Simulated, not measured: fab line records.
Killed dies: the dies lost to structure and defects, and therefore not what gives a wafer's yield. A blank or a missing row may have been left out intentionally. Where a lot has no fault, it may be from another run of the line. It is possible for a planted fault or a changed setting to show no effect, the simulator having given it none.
Split-lot study    flow n5Finfet    21 wafers read from 7 lots, route of 1938 steps

== ON THE SPLIT ==
At N5_BEOL_M11_ALD_74 (deposits TaN, target thk 2 nm, pulse time 2 s, purge time 3 s), the setting aldCycles was moved away from the recipe's 40 on 11 of the 21 wafers read, by -15.0% to +12.5%. The other wafers ran this setting at the recipe's value.

The split's own step is where the reading is taken.

== THE READING ==
TaN_of_BEOL_M11_ALD_74.thkNm (the simulator's own value, which no gauge read), in nm, at N5_BEOL_M11_ALD_74 (deposits TaN, target thk 2 nm, pulse time 2 s, purge time 3 s). No usual value for it is given in the file.

wafer   tool, chamber at the split  aldCycles as run  against the recipe  TaN_of_BEOL_M11_ALD_74.thkNm, nm  against lot-mates on the recipe
L074.1  aldMetal-02, 1,2,2          40                recipe              2                                 -
L074.3  aldMetal-02, 1,2,2          40                recipe              2                                 -
L074.5  aldMetal-02, 1,2,2          40                recipe              2                                 -
L076.2  aldMetal-04, 0              42                +5.0%               2                                 +0.0
L076.3  aldMetal-04, 3              40                recipe              2                                 -
L076.5  aldMetal-04, 3              40                recipe              2                                 -
L082.4  aldMetal-01, 0,2            40                recipe              2                                 -
L082.6  aldMetal-01, 0,2            40                recipe              2                                 -
L082.5  aldMetal-01, 1              34                -15.0%              1.6                               -0.4
L083.1  aldMetal-04, 2              34                -15.0%              1.8                               -0.2
L083.3  aldMetal-04, 1              34                -15.0%              1.6                               -0.4
L083.5  aldMetal-04, 3              40                recipe              2                                 -
L084.2  aldMetal-01, 2,3,1          45                +12.5%              2.2                               no lot-mate on the recipe
L084.3  aldMetal-01, 2,3,1          45                +12.5%              2.2                               no lot-mate on the recipe
L084.4  aldMetal-01, 2,3,1          45                +12.5%              2.2                               no lot-mate on the recipe
L088.1  aldMetal-04, 2,3            45                +12.5%              2.2                               +0.2
L088.2  aldMetal-04, 2,3            45                +12.5%              2.2                               +0.2
L088.3  aldMetal-04, 1              40                recipe              2                                 -
L090.1  aldMetal-01, 3,0            42                +5.0%               2.2                               +0.2
L090.4  aldMetal-01, 3,0            42                +5.0%               2.2                               +0.2
L090.2  aldMetal-01, 1              40                recipe              2                                 -
When a row names more than one chamber, that row covers several wafers, and the file does not tell which wafer ran in which chamber.

FIT RESULTS
A straight line over all 21 wafers: TaN_of_BEOL_M11_ALD_74.thkNm changes by +0.0195 nm for each +1% of aldCycles; r = +0.94; the points scatter about the line by 0.06 nm.
The same after taking each lot's own level away (the mean of its wafers on the recipe; 18 wafers): +0.0207 nm for each +1%; r = +0.94; scatter 0.063 nm.
According to that fit, moving aldCycles by its largest amount changes the reading by 0.31 nm.
The lots' own levels span 2.00 to 2.00 nm.
The two slopes are in agreement: the lot-to-lot level therefore moves the slope only a little.
Check: with one of the wafers moved furthest among these (-15.0%) left out of the fit, the line predicts -0.286 nm for it against its lot-mates. Against them it came out at -0.4 nm.

== OTHER SPLITS ON THESE WAFERS ==
Note: prior to the reading, these wafers also went through further splits. Each is held against what the fit with the lots' levels taken away leaves over:
other split on the same wafers   wafers away from the commonest value  r with TaN_of_BEOL_M11_ALD_74.thkNm (lot level and that fit taken away)
N5_BEOL_M9_TRENCH_ETCH_37 timeS  9                                     +0.06
N5_BEOL_M11_CURE_72 timeS        6                                     +0.13

== FILE'S OWN FIT ==
TaN_of_BEOL_M11_ALD_74.thkNm changes by +0.0213 nm for each +1% of aldCycles, r = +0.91.
